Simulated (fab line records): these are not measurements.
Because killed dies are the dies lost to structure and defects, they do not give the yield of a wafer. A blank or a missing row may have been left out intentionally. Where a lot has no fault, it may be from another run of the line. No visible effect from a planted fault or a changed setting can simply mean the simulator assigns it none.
One fault seen from 2 desks -- flow n5-finfet -- only its own numbers are on each desk; what lay behind them is given at the end

== AT THE METROLOGY DESK ==
Means of the sampled wafers that have a number, per lot and without regard to the tool the lot ran on: this is what the gauges read. A lot is out of limits, marked OUT, if its mean lies more than 4 standard deviations from the usual mean; the brackets give that distance.
Columns: A = cd-nm at N5_BEOL_M15_CD_MEAS_17, usual 360.4 nm; B = cd-nm at N5_BEOL_M15_CD_MEAS_28, usual 407.4 nm
lot,first seen here,A,B
L579,day 12 01:50,359.4,406.1
L582,day 12 18:43,360.3,409.0
L583,day 12 23:07,360.9,408.6
L585,day 13 05:12,359.0,408.1
L589,day 14 17:24,362.8,408.8
L594,day 15 13:47,360.9,408.0
L595,day 15 15:54,362.0,408.3
L597,day 16 11:59,360.3,393.8 (-8.5) OUT
L599,day 16 14:58,359.5,396.8 (-6.6) OUT
L598,day 16 16:29,361.2,399.2 (-5.1) OUT
L602,day 18 01:47,356.8,408.8
Finding of this desk: L597, L598, L599 out of limits; the first was L597 at day 16 12:52, on cd-nm at N5_BEOL_M15_CD_MEAS_28. L579, L582, L583, L585, L589, L594, L595, L602 stayed within limits.

== TOOL OWNER'S DESK, krf-scanner-01 ==
The tool's own readings at N5_BEOL_M15_EXPOSE_25 (exposes mask M15, target cd 400 nm): means of the sampled wafers that have a number, for each lot that ran on this tool. A lot is out of limits, marked OUT, if its mean lies more than 4 standard deviations from the usual mean; the brackets give that distance.
Columns: A = exposure-dose-mJ-cm2 at N5_BEOL_M15_EXPOSE_25, usual 35.46; B = stage-vel-mm-s at N5_BEOL_M15_EXPOSE_25, usual 500.04 mm/s
lot,first seen here,A,B
L582,day 12 19:34,35.47,500.15
L583,day 12 23:50,35.43,500.19
L589,day 14 18:18,35.47,499.82
L594,day 15 14:44,35.43,500.06
L595,day 15 16:47,35.47,500.14
L597,day 16 12:42,32.78 (-79) OUT,499.71
L599,day 16 15:40,33.34 (-62) OUT,499.82
L598,day 16 17:18,33.78 (-49) OUT,499.95
Finding of this desk: L597, L598, L599 out of limits; the first was L597 at day 16 12:42, on exposure-dose-mJ-cm2 at N5_BEOL_M15_EXPOSE_25. L582, L583, L589, L594, L595 stayed within limits.

== TAKEN TOGETHER ==
The tool owner's desk could have raised an alarm at day 16 12:42, on L597, L598, L599.
Metrology desk: alarm possible at day 16 12:52 on L597, L598, L599.
Every lot named ran N5_BEOL_M15_EXPOSE_25 on krf-scanner-01.

== WHAT THE SIMULATOR PUT IN ==
Drift in process parameters on krf-scanner-01 at N5_BEOL_M15_EXPOSE_25, starting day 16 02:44. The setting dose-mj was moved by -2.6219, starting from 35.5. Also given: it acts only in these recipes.
Shown lots that were struck: L597, L598, L599.
Counting hours from when the fault started, the first reading out of limits came at 10 for the tool owner's desk and at 10 for the metrology desk.
